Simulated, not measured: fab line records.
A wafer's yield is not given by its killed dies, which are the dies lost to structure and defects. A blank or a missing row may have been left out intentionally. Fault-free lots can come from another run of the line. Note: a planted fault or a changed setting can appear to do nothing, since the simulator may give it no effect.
fab line records    flow nand_harc    part 2 of 2: steps 30 to 38 of 38
record: lots: 5  wafers: 15  last_day: 22
route steps=1159 shown A_BONDPAD@1082 HYBRID_BOND@1094 THIN_TSV@1101
lots that met no fault: from a run of the same line without faults
start_h: the number of hours between the record's first day and the start of the first shown wafer of the lot    wait_h: hours elapsed since this lot's preceding step    " as in the row above    L1.1+2: one row covering several wafers at once    - no value present, or no start provided    * or withheld: withheld    < > ~ a bound
route shown NAME@n: names a module that has steps shown in the file, with the first one's number in the route    usual: mean/standard deviation taken from wafers without a fault    same: alike in all rows    chamber/n: place in a boat    sites: the reading at each site    _std_site: their standard deviation    _edge_site: the outer-site mean with the inner-site mean subtracted    radius_mm: for every site, how far away it sits from the centre of the wafer    mask NAME#n: copy n    behind: tool/chamber where the wafer was last shaped    hold: cause of the lot's hold/its duration in hours/its outcome    device: the n, p or np transistor that did not switch    end of line: the tests these same wafers got at the end of their route    where a step has no rows: the recipe by itself    killed: dies that structure and defects cost at the first sort, which is not the same as the wafer's yield    map: dies across one wafer; x = killed, . = not, _ = none there
set.NAME: setting as actually run; set.NAME@STEP: the setting as run at that earlier step    model.NAME: the simulator's own value behind a step, which no gauge read
lots seen at some steps along the route; tables by step, rows by wafer
services: from which hour (start_h, from the record's first day; less than 0 if before it) a tool's chamber was out of use, for how many hours, and why
== steps ==
step: NHARC_THIN_TSV_EXPOSE_09
recipe: na: 0.55  dose_mj: 30.7  mask_id: TSV
lot.wafer   tool            chamber  start_h  wait_h  mask
L077.1+5+6  krf_scanner-02  0        430.63   -       TSV#0
L074.1+2+5  krf_scanner-03  0        440.90   -       TSV#0
L084.2+3+6  krf_scanner-04  0        477.44   -       TSV#0
L083.1+3+5  krf_scanner-03  0        486.12   -       TSV#0
L087.1+2+4  krf_scanner-03  0        501.18   -       TSV#0
step: NHARC_THIN_TSV_PEB_10
recipe: peb_temp_c: 118  peb_time_s: 85
usual: plate_temp_C: 117.99/0.12
lot.wafer  tool            chamber  start_h  wait_h  plate_temp_C
L077.1     litho_track-07  0        430.69   0.1     117.90
L077.5     "               0        "        "       117.81
L077.6     "               0        "        "       117.97
L074.1     litho_track-05  0        440.97   0.1     117.88
L074.2     "               0        "        "       117.93
L074.5     "               0        "        "       117.89
L084.2     litho_track-02  0        477.50   0.1     117.88
L084.3     "               0        "        "       117.81
L084.6     "               0        "        "       117.90
L083.1     litho_track-07  0        486.19   0.1     117.80
L083.3     "               0        "        "       117.85
L083.5     "               0        "        "       117.94
L087.1     litho_track-05  0        501.24   0.1     118.04
L087.2     "               0        "        "       117.77
L087.4     "               0        "        "       118.06
step: NHARC_THIN_TSV_DEVELOP_11
recipe: time_s: 70
same: time_s: 70
lot.wafer   tool            chamber  start_h  wait_h
L077.1+5+6  litho_track-07  0        -        -
L074.1+2+5  litho_track-05  0        -        -
L084.2+3+6  litho_track-02  0        -        -
L083.1+3+5  litho_track-07  0        -        -
L087.1+2+4  litho_track-05  0        -        -
step: NHARC_THIN_TSV_CD_MEAS_12
recipe: target_cd_nm: 1000  landing_energy_ev: 500
usual: cd_nm: 1000.4/2.2
lot.wafer  tool       chamber  start_h  wait_h  cd_nm
L077.1     cd_sem-02  0        430.80   -       1005.6
L077.5     "          0        "        "       1001.4
L077.6     "          0        "        "       1006.2
L074.1     cd_sem-03  0        441.06   -       1000.3
L074.2     "          0        "        "       997.9
L074.5     "          0        "        "       999.3
L084.2     cd_sem-02  0        477.59   -       999.5
L084.3     "          0        "        "       1001.7
L084.6     "          0        "        "       1000.5
L083.1     cd_sem-01  0        486.28   -       1000.8
L083.3     "          0        "        "       1000.5
L083.5     "          0        "        "       1003.9
L087.1     cd_sem-01  0        501.33   -       998.5
L087.2     "          0        "        "       998.6
L087.4     "          0        "        "       997.2
step: NHARC_THIN_TSV_HARDBAKE_13
recipe: temp_c: 125  time_s: 80
usual: plate_temp_C: 125.01/0.14
same: time_s: 80
lot.wafer  tool            chamber  start_h  wait_h  plate_temp_C
L077.1     litho_track-02  0        430.88   -       124.74
L077.5     "               0        "        "       124.97
L077.6     "               0        "        "       125.17
L074.1     litho_track-02  0        441.14   -       125.16
L074.2     "               0        "        "       125.07
L074.5     "               0        "        "       124.89
L084.2     litho_track-07  0        477.67   -       124.94
L084.3     "               0        "        "       124.89
L084.6     "               0        "        "       125.04
L083.1     litho_track-02  0        486.36   -       124.82
L083.3     "               0        "        "       124.81
L083.5     "               0        "        "       124.85
L087.1     litho_track-07  0        501.41   -       124.95
L087.2     "               0        "        "       125.21
L087.4     "               0        "        "       125.26
step: NHARC_THIN_TSV_DESCUM_14
recipe: time_s: 3  o2_flow_sccm: 200  ar_flow_sccm: 0  bias_power_w: 0  chemistry: O2
usual: drypump_motor_current_A: 5.8/0.37  mfc_ar_sccm: 0.008/0.0091  oes_product_au: 1.000/0.014  rf_vpp_V: 57.6/0.84  showerhead_plenum_p_Torr: 1.89/0.074  throttle_valve_pct: 11.310/0.0093
same: time_s: 3
lot.wafer  tool         chamber  start_h  wait_h  drypump_motor_current_A  mfc_ar_sccm  oes_product_au  rf_hours_counter_h  rf_vpp_V  showerhead_plenum_p_Torr  throttle_valve_pct
L077.1     rie_diel-09  0        431.01   -       5.3                      0            0.971           20                  58.4      2.00                      11.316
L077.5     "            0        "        "       5.4                      0            0.972           -                   58.0      2.01                      11.327
L077.6     "            1        "        "       6.3                      0            0.984           -                   57.8      1.94                      11.312
L074.2     rie_diel-11  2        441.23   -       5.0                      0            0.979           5                   56.4      1.89                      11.320
L074.1     "            3        "        "       6.4                      0            1.010           5                   56.6      1.85                      11.308
L074.5     "            2        "        "       5.0                      0            0.984           -                   57.5      1.89                      11.298
L084.3     rie_diel-11  0        477.77   -       5.7                      0            0.980           7                   58.2      1.94                      11.311
L084.2     "            1        "        "       5.7                      0.011        1.020           7                   58.1      1.85                      11.325
L084.6     "            2        "        "       5.0                      0            1.008           -                   57.8      1.88                      11.321
L083.1     rie_diel-09  2        486.44   -       5.5                      0            1.011           5                   58.8      1.91                      11.304
L083.3     "            1        "        "       6.3                      0            1.006           4                   58.0      1.94                      11.300
L083.5     "            3        "        "       5.8                      0.022        1.008           -                   57.3      1.81                      11.327
L087.1     rie_diel-09  1        501.49   -       6.3                      0            1.005           6                   56.5      1.94                      11.309
L087.2     "            3        "        "       5.8                      0.022        1.014           7                   56.1      1.81                      11.318
L087.4     "            0        "        "       5.4                      0            0.986           7                   58.8      2.00                      11.291
step: NHARC_THIN_TSV_ETCH_44
recipe: target_depth_a: 15942  time_s: 797.1  cf4_flow_sccm: 150  o2_flow_sccm: 10  ar_flow_sccm: 0  rf_w: 300  bias_w: 800  chemistry: CF4/O2
usual: drypump_motor_current_A: 5.8/0.36  mfc_ar_sccm: 0.008/0.0091  oes_product_au: 0.999/0.015  rf_vpp_V: 793/4.4  showerhead_plenum_p_Torr: 1.81/0.069  throttle_valve_pct: 16.915/0.0082
same: time_s: 797.1
lot.wafer  tool         chamber  start_h  wait_h  drypump_motor_current_A  mfc_ar_sccm  oes_product_au  rf_hours_counter_h  rf_vpp_V  showerhead_plenum_p_Torr  throttle_valve_pct
L077.1     rie_diel-09  0        431.21   0.2     5.4                      0            0.968           20                  801       1.91                      16.924
L077.6     "            2        "        "       5.6                      0            1.004           -                   793       1.83                      16.918
L077.5     "            3        "        "       5.8                      0.022        1.011           -                   788       1.74                      16.918
L074.1     rie_diel-11  1        441.36   0.1     5.7                      0.011        1.008           5                   789       1.78                      16.933
L074.2     "            3        "        "       6.4                      0            1.024           5                   791       1.78                      16.897
L074.5     "            1        "        "       5.8                      0.011        1.018           -                   791       1.78                      16.925
L084.3     rie_diel-11  1        477.84   0.1     5.7                      0.011        1.018           8                   791       1.78                      16.908
L084.2     "            0        "        "       5.8                      0            0.971           8                   796       1.85                      16.915
L084.6     "            1        "        "       5.7                      0.011        1.026           -                   792       1.78                      16.917
L083.1     rie_diel-09  3        486.53   0.1     5.8                      0.022        1.011           5                   789       1.74                      16.909
L083.3     "            2        "        "       5.5                      0            1.006           5                   794       1.83                      16.919
L083.5     "            0        "        "       5.4                      0            0.993           -                   799       1.91                      16.894
L087.2     rie_diel-09  2        501.58   0.1     5.5                      0            1.009           7                   795       1.83                      16.910
L087.1     "            3        "        "       5.8                      0.022        1.015           7                   789       1.74                      16.902
L087.4     "            0        "        "       5.3                      0            0.983           7                   799       1.91                      16.927
step: NHARC_THIN_TSV_ETCH_15
recipe: target_depth_a: 30000  bosch_target_overetch_cycles: 2  bosch_etch_step_s: 2.8  bosch_dep_step_s: 1.2  bosch_cycles: 14
usual: drypump_motor_current_A: 5.5/0.64
lot.wafer  tool       chamber  start_h  wait_h  drypump_motor_current_A  rf_hours_counter_h
L077.1     rie_si-02  2        431.70   -       5.0                      0.4
L077.5     "          3        "        "       6.6                      -
L077.6     "          0        "        "       5.6                      -
L074.1     rie_si-02  1        441.88   -       4.6                      0.6
L074.2     "          2        "        "       5.0                      0.5
L074.5     "          2        "        "       5.0                      -
L084.3     rie_si-02  1        478.41   -       4.7                      0.9
L084.2     "          3        "        "       6.6                      0.9
L084.6     "          1        "        "       4.7                      -
L083.3     rie_si-05  3        487.10   -       4.9                      0.6
L083.1     "          1        "        "       5.6                      0.7
L083.5     "          3        "        "       4.9                      -
L087.1     rie_si-01  0        502.15   -       5.0                      0.1
L087.2     "          1        "        "       5.1                      0.2
L087.4     "          3        "        "       5.2                      0.1
step: NHARC_THIN_TSV_CD_MEAS_16
usual: cd_nm: 1000.6/2.4
lot.wafer  tool       chamber  start_h  wait_h  cd_nm
L077.1     cd_sem-03  -        431.81   0.1     1005.7
L077.5     "          -        "        "       1000.1
L077.6     "          -        "        "       1005.7
L074.1     cd_sem-01  -        442.05   0.2     1001.6
L074.2     "          -        "        "       998.3
L074.5     "          -        "        "       999.8
L084.2     cd_sem-02  -        478.55   0.1     1000.6
L084.3     "          -        "        "       1001.8
L084.6     "          -        "        "       1000.4
L083.1     cd_sem-02  -        487.24   0.1     1000.3
L083.3     "          -        "        "       1000.8
L083.5     "          -        "        "       1004.7
L087.1     cd_sem-03  -        502.31   0.1     998.2
L087.2     "          -        "        "       997.3
L087.4     "          -        "        "       997.7
== services ==
tool            chamber  start_h  hours  kind
grinder-01      -        391.19   2.2    repair
pvd_sputter-02  -        392.14   10.0   pm
cmp-01          -        392.17   0.5    repair
rie_diel-09     0        394.11   5.0    repair
rie_diel-09     2        396.33   6.0    repair
cmp-04          -        399.31   4.0    pm
wet_bench-08    -        406.40   8.0    pm
furnace-05      -        409.55   26.0   pm
grinder-01      -        409.72   3.2    repair
litho_track-05  -        412.00   7.0    pm
rie_diel-09     2        416.30   11.9   repair
rie_diel-06     -        418.20   9.0    pm
rie_si-02       0        422.42   1.5    repair
wet_bench-10    -        423.20   8.0    pm
rie_diel-09     -        431.44   9.0    pm
rie_si-02       0        433.65   11.3   repair
ecd_cu-01       -        448.36   8.0    pm
cmp-01          -        449.52   1.6    repair
pvd_sputter-03  -        458.00   10.0   pm
rie_diel-06     3        466.68   15.0   repair
cmp-01          -        473.50   4.0    pm
cmp-04          -        481.20   1.2    repair
grinder-01      -        490.93   0.8    repair
cmp-04          -        497.31   4.0    pm
